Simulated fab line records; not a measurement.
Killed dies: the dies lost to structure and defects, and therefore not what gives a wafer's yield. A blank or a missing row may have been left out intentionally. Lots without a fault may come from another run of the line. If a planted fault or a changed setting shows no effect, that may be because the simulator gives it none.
Comparing a struck lot with a sound one ; flow n5Finfet ; 16 steps out of a route of 1938
Sound: these wafers, L264.2, L264.3, L264.6. Struck: wafers L262.1, L262.2, L262.4. Last of all comes the cause.
Each step with rows lists, per side, the tool, then ch with its chambers, then its first start. Under that, the readings that differ: sound wafers ; struck wafers ; difference of the means ; sigmas: that difference in standard deviations of wafers without a fault.
alike: readings whose means differ by less than 2 such deviations, and words and numbers that are the same on both sides. not compared: withheld readings, readings that some wafer has no value for, bounds like >300 that may hide the same value, and numbers for which the record gives no deviation and whose values overlap.
The two part at a step that has a row with sigmas, a row that says differs or no value, or rows on one side only. Numbers that don't overlap but have no deviation are shown without sigmas and don't part them. A reading missing from all wafers of one side parts the sides only when that side holds two or more wafers.

N5_BEOL_M0_PRE_CLEAN_131: time 15 s.
  sound on cvdCo-01 ch 0,1, day 8 06:08; struck on cvdCo-01 ch 1,2, day 7 22:28
  alike: heaterPowerW
N5_BEOL_M0_CO_CAP_123: material Co, precursor CCTBA/H2, target thk 2 nm, time 102.1 s.
  sound on cvdCo-01 ch 0,1, day 8 06:10; struck on cvdCo-01 ch 1,2, day 7 22:31
  alike: heaterPowerW
then, 1 step without rows for these wafers: N5_BEOL_M0_PRE_CLEAN_124 (time 15 s).
N5_BEOL_M0_DEP_125: deposits SiCN from 3MS/NH3, target thk 8 nm, time 14 s.
  sound on pecvd-04 ch 0,1,2, day 8 06:17; struck on pecvd-01 ch 0,1,2, day 7 22:37
  alike: showerheadPlenumPTorr, throttleValvePct
N5_BEOL_M0_RS_MEAS_126: measurement is done with a four-point probe.
  sound on filmMetro-01 at day 8 06:21; struck on filmMetro-02 at day 7 22:41
  alike: M0_RS
N5_BEOL_M0_INSPECT_127: inspects for defects (darkfield).
  sound on defectInspect-02 at day 8 06:23; struck on defectInspect-02 at day 7 22:43
  alike: rawDefectCount
N5_BEOL_M1_ILD_DEP_00: deposits SiOC from DEMS/O2, target thk 79 nm, time 15.3 s.
  sound on pecvd-01 ch 1,2, day 8 06:25; struck on pecvd-01 ch 0,2, day 7 22:45
  alike: heaterPowerW, showerheadPlenumPTorr, throttleValvePct
N5_BEOL_M1_THK_MEAS_01:
  sound on filmMetro-01 at day 8 06:29; struck on filmMetro-02 at day 7 22:49
  alike: M1_ILD_THK
N5_BEOL_M1_PECVD_72: deposits SiO2 from TEOS/O2, target thk 16 nm, time 18 s.
  sound on pecvd-03 ch 0,1, day 8 06:31; struck on pecvd-01 ch 1,2, day 7 22:52
  alike: heaterPowerW, showerheadPlenumPTorr, throttleValvePct
then, 3 steps without rows for these wafers: N5_BEOL_M1_HM_DEP_02 (deposits TiN, target thk 20 nm); N5_BEOL_M1_COAT_61 (time 60 s, resist thk 60 nm); N5_BEOL_M1_COAT_62 (time 60 s, resist thk 12 nm).
N5_BEOL_M1_COAT_73: time 60 s, resist thk 5 nm.
  sound on lithoTrack-03 ch 0, day 8 08:08; struck on lithoTrack-05 ch 0, day 7 23:17
reading;sound;struck;difference;sigmas
heaterPowerTotalW (W);390.3 393.2 391.6;381.6 379.7 381.0;-10.9;-8
plateTempC (C);204.95 204.68 205.03;199.97 199.83 200.01;-4.95;-35
then, 1 step without rows for these wafers: N5_BEOL_M1_COAT_05 (resist thk 30 nm).
N5_BEOL_M4_RC_MEAS_101:
  sound on prober-01 ch 0, day 10 04:54; struck on prober-02 ch 0, day 9 22:53
  alike: DIBL_N, DIBL_P, IOFF_N, IOFF_P, ION_N, ION_P, SS_N, SS_P, VT_N, VT_P
N5_PASSIVATION_PROBE_49:
  sound wafers here have rows in the record (prober-01, day 15 05:22); struck ones have none

== WHERE THEY PART ==
At N5_BEOL_M1_COAT_73 first; at N5_PASSIVATION_PROBE_49 last (within this record only).

WHY: the cause the simulator had injected
Process parameter drift: lithoTrack-05, from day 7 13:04 on, at N5_BEOL_M1_COAT_73. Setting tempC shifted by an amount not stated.
